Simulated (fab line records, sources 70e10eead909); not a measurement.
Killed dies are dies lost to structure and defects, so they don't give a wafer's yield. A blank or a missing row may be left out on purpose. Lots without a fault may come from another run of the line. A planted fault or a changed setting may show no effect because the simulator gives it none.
fab line records | flow nand_harc
record lots=6 wafers=17 last_day=32
route steps=1302 shown A_STAIRCASE@656 END@1302
lots that met no fault: from a run of the same line without faults
start_h: hours from the record's first day to the start of the lot's first wafer shown | wait_h: hours since the lot's step before | " the same as in the row above | L1.1+2: a row that stands for several wafers | - no value, or no start given | * or withheld: withheld | < > ~ a bound
route shown NAME@n: a module of which the file shows steps, and the number in the route of the first | usual: mean/standard deviation of fault-free wafers | same: alike in all rows | chamber/n: place in a boat | sites: the reading at each site | _std_site: their standard deviation | _edge_site: outer sites' mean less inner sites' | radius_mm: how far each site lies from the wafer's centre | mask NAME#n: copy n | behind: the tool/chamber that last shaped the wafer | hold: why the lot was held/for how many hours/how that ended | device: the transistor (n, p or np) that didn't switch | end of line: the same wafers' tests at the end of the route | a step without rows: its recipe alone | killed: dies lost to structure and defects at the first sort, not the wafer's yield | map: a wafer's dies, x killed, . not, _ none there
set.NAME: the setting as run; set.NAME@STEP: as run at that earlier step | model.NAME: the simulator's own value behind a step, which no gauge read
lots at some steps of the route; a table a step, a row a wafer
services: from which hour (start_h, from the record's first day; less than 0 if before it) a tool's chamber was out of use, for how many hours, and why
## steps
# step NHARC_A_STAIRCASE_SRD_174
# step NHARC_A_STAIRCASE_DEHYDRATE_01
# recipe temp_c=150 time_s=120
# step NHARC_A_STAIRCASE_HMDS_02
# recipe time_s=30
# step NHARC_A_STAIRCASE_COAT_03
# recipe spin_rpm=1200
# step NHARC_A_STAIRCASE_SOFTBAKE_04
# recipe temp_c=135 time_s=170
# step NHARC_A_STAIRCASE_EBR_05
# step NHARC_A_STAIRCASE_EXPOSE_06
# recipe na=0.5 dose_mj=25.43 mask_id=STAIR
# step NHARC_A_STAIRCASE_PEB_07
# recipe peb_temp_c=115 peb_time_s=130
# step NHARC_A_STAIRCASE_DEVELOP_08
# recipe time_s=140
# step NHARC_A_STAIRCASE_HARDBAKE_10
# recipe temp_c=120 time_s=140
# step NHARC_A_STAIRCASE_DESCUM_11
# recipe time_s=3 o2_flow_sccm=200 ar_flow_sccm=0 bias_power_w=0 chemistry=O2
# usual drypump_motor_current_A=5.5/0.59 oes_product_au=1.001/0.0099 rf_vpp_V=57.9/0.9 showerhead_plenum_p_Torr=1.93/0.085 throttle_valve_pct=11.312/0.0082
# same time_s=3
# columns lot.wafer tool chamber start_h wait_h drypump_motor_current_A oes_product_au rf_hours_counter_h rf_vpp_V showerhead_plenum_p_Torr throttle_valve_pct
L978.1 rie_diel-08 3 387.57 - 4.8 1.005 3 58.5 1.90 11.314
L978.2 " 1 " " 5.6 1.002 2 56.5 2.06 11.310
L978.5 " 2 " " 5.5 1.011 - 57.7 1.90 11.307
L979.3 rie_diel-09 2 400.11 - 5.0 0.995 32 57.4 1.77 11.319
L979.2 " 1 " " 6.2 1.005 28 58.0 1.89 11.316
L979.6 " 2 " " 5.0 0.981 - 57.3 1.77 11.314
L988.3 rie_diel-08 1 494.74 - 5.7 1.009 37 57.9 2.05 11.308
L988.1 " 3 " " 4.9 1.005 39 57.8 1.89 11.304
L988.6 " 1 " " 5.6 1.003 - 58.3 2.05 11.309
L989.4 rie_diel-08 1 494.81 - 5.6 1.008 37 58.4 2.05 11.309
L989.2 " 2 " " 5.6 1.003 37 59.2 1.89 11.313
L992.3 rie_diel-09 0 540.01 - 6.1 0.980 9 58.4 2.02 11.305
L992.5 " 2 " " 5.0 0.991 - 59.3 2.07 11.301
L992.6 " 3 " " 4.7 1.005 - 58.7 1.91 11.317
L993.2 rie_diel-08 2 544.84 - 5.5 1.008 53 57.0 1.88 11.318
L993.4 " 1 " " 5.6 1.001 54 58.7 2.04 11.308
L993.6 " 3 " " 4.8 1.012 - 58.2 1.89 11.302
# step NHARC_A_STAIRCASE_TRIM_12
# recipe time_s=211.2 o2_flow_sccm=500 ar_flow_sccm=0 bias_w=0 chemistry=O2
# usual drypump_motor_current_A=5.5/0.6 oes_product_au=1.001/0.0097 rf_vpp_V=57.8/0.89 showerhead_plenum_p_Torr=3.55/0.15 throttle_valve_pct=17.036/0.0083
# same time_s=211.2
# columns lot.wafer tool chamber start_h wait_h drypump_motor_current_A oes_product_au rf_hours_counter_h rf_vpp_V showerhead_plenum_p_Torr throttle_valve_pct
L978.1 rie_diel-08 1 387.80 0.2 5.6 0.998 2 58.0 3.78 17.026
L978.2 " 0 " " 5.5 0.996 2 58.0 3.41 17.033
L978.5 " 2 " " 5.5 0.996 - 57.2 3.51 17.021
L979.3 rie_diel-09 1 400.20 0.1 6.2 0.993 28 58.5 3.49 17.025
L979.2 " 3 " " 4.7 1.004 29 56.2 3.54 17.034
L979.6 " 2 " " 5.0 0.975 - 57.8 3.28 17.045
L988.3 rie_diel-08 3 494.88 0.1 4.9 1.009 39 57.4 3.49 17.033
L988.1 " 0 " " 5.6 0.851 41 57.3 3.39 17.016
L988.6 " 1 " " 5.6 1.003 - 57.7 3.76 17.038
L989.2 rie_diel-08 2 494.97 0.1 5.6 0.995 37 56.7 3.49 17.027
L989.4 " 3 " " 4.9 0.862 39 58.0 3.49 17.027
L992.3 rie_diel-09 2 540.13 0.1 5.0 0.992 9 58.1 3.80 17.034
L992.5 " 2 " " 5.0 0.989 - 58.4 3.80 17.028
L992.6 " 3 " " 4.7 1.011 - 57.2 3.52 17.028
L993.2 rie_diel-09 2 545.00 0.2 4.9 0.981 11 57.9 3.80 17.033
L993.4 " 0 " " 6.1 0.998 - 58.4 3.71 17.030
L993.6 " 2 " " 4.9 0.984 - 57.7 3.80 17.036
# step NHARC_A_STAIRCASE_ETCH_13
# recipe target_depth_a=1000 time_s=40.5 ion_energy_ev=400 c4f8_flow_sccm=20 o2_flow_sccm=10 ar_flow_sccm=withheld rf_w=600 bias_w=1000 chemistry=C4F8/O2
# usual oes_product_au=0.949/0.019 rf_vpp_V=897/5.3
# same time_s=40.5
# columns lot.wafer tool chamber start_h wait_h oes_product_au rf_hours_counter_h rf_vpp_V
L978.1 rie_diel-08 1 - - 0.938 2 904
L978.2 " 3 " " 0.937 3 895
L978.5 " 2 " " 0.943 - 894
L979.3 rie_diel-09 0 - - 0.966 27 902
L979.2 " 1 " " 0.951 28 895
L979.6 " 3 " " 0.962 - 896
L988.3 rie_diel-08 3 - - 0.947 39 893
L988.1 " 2 " " 0.938 37 895
L988.6 " 0 " " 0.932 - 892
L989.4 rie_diel-08 0 - - 0.924 41 891
L989.2 " 1 " " 0.947 37 903
L992.3 rie_diel-09 2 - - 0.924 9 906
L992.6 " 2 " " 0.920 - 907
L992.5 " 0 " " 0.924 - 904
L993.2 rie_diel-02 3 545.15 - 1.002 50 891
L993.4 " 1 " " 0.983 46 897
L993.6 " 3 " " 0.993 - 890
# step NHARC_END_SORT_01
# recipe temp_c=25
# usual killed_at_array=55/23 killed_at_other=1.0/1.2 killed_at_periphery=3.2/2.7 killed_dies=59/23 killed_open=3.1/1.6 killed_short=2.2/1.5
# same gross_dies=677
# columns lot.wafer tool chamber start_h wait_h killed_at_array killed_at_other killed_at_periphery killed_dies killed_open killed_short
L978.1 prober-02 0 593.21 2.5 14 3 1 18 1 2
L978.2 prober-02 0 594.01 2.8 19 2 2 23 2 1
L978.5 prober-02 0 596.40 3.7 26 3 2 31 6 0
L988.1 prober-02 0 698.61 6.3 57 2 13 72 1 2
# killed by level:class
L978.1 A_CHANNEL_HOLE_D2:chamber_film_flake=7 THIN_TSV:chamber_film_flake=3 A_CONTACT:chamber_film_flake=2 A_M0:chamber_film_flake=2 A_SOURCE_PLATE:geometric_particle:short=1 A_DECK1_JOINT:geometric_particle:short=1 A_DECK1_JOINT:geometric_particle:open=1 P_M0:chamber_film_flake=1
L978.2 A_CHANNEL_HOLE_D1:chamber_film_flake=7 A_CHANNEL_HOLE_D2:chamber_film_flake=5 A_SGD_CUT:chamber_film_flake=3 P_CONTACT:geometric_particle:open=2 THIN_TSV:chamber_film_flake=2 A_M0:geometric_particle:short=1 A_ZERO_WELL:chamber_film_flake=1 A_DECK1_JOINT:chamber_film_flake=1
L978.5 A_CHANNEL_HOLE_D2:chamber_film_flake=8 A_CONTACT:chamber_film_flake=7 A_CHANNEL_HOLE_D1:chamber_film_flake=4 THIN_TSV:chamber_film_flake=3 P_CONTACT:geometric_particle:open=1 A_ONON_D1:geometric_particle:open=1 A_DECK1_JOINT:geometric_particle:open=1 A_CHANNEL_FILL_D2:geometric_particle:open=1
L988.1 A_CHANNEL_HOLE_D1:chamber_film_flake=34 A_STAIRCASE:chamber_film_flake=8 P_GATE:chamber_film_flake=5 A_CHANNEL_HOLE_D2:chamber_film_flake=4 P_M0:chamber_film_flake=3 A_CONTACT:chamber_film_flake=3 A_STAIRCASE:area_trim=3 P_ZERO_WELL:chamber_film_flake=2
## services
# columns tool chamber start_h hours kind
rie_diel-08 - 367.84 9.0 pm
rie_diel-08 0 367.84 9.0 vent_cycle
rie_diel-08 1 367.84 9.0 vent_cycle
rie_diel-08 2 367.84 9.0 vent_cycle
rie_diel-08 3 367.84 9.0 vent_cycle
rie_diel-08 0 376.84 - clean
rie_diel-08 0 376.84 - consumable_replace:focus_ring
rie_diel-08 1 376.84 - clean
rie_diel-08 2 376.84 - clean
rie_diel-08 3 376.84 - clean
rie_diel-08 3 376.84 - consumable_replace:focus_ring
rie_diel-08 2 379.29 7.0 repair
rie_diel-08 1 401.22 6.6 repair
rie_diel-08 0 401.34 - clean
rie_diel-08 2 401.34 - clean
rie_diel-08 3 401.34 - clean
rie_diel-08 0 425.84 - clean
rie_diel-08 1 425.84 - clean
rie_diel-02 - 442.16 0.3 repair
rie_diel-09 3 451.33 8.9 repair
rie_diel-02 2 455.77 5.2 repair
rie_diel-08 0 465.72 2.6 repair
rie_diel-09 - 497.17 9.0 pm
rie_diel-09 1 539.60 45.0 repair
## key
first_sign step=NHARC_A_STAIRCASE_TRIM_12 reading=oes_product_au direction=down sigmas=15 usual=1.001 struck=0.856
effect none on later readings
met_at NHARC_A_STAIRCASE_TRIM_12
struck_wafers L988.1,L989.4
tester_left_out L988,L989
onset_between 387.80 494.88
fault kind=process_parameter_drift tool=rie_diel-08 chamber=- onset_h=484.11 steps=NHARC_A_STAIRCASE_TRIM_12 channel=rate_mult offset=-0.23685 shape=step end_h=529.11 scope=struck_wafers_only
# tester_left_out: of these lots the tester's yield and bins aren't shown, on N5 and GAA mostly nor the transistor test; their killed dies are dies lost to structure and defects alone, not to doping, threshold or leakage, so they don't give the yield
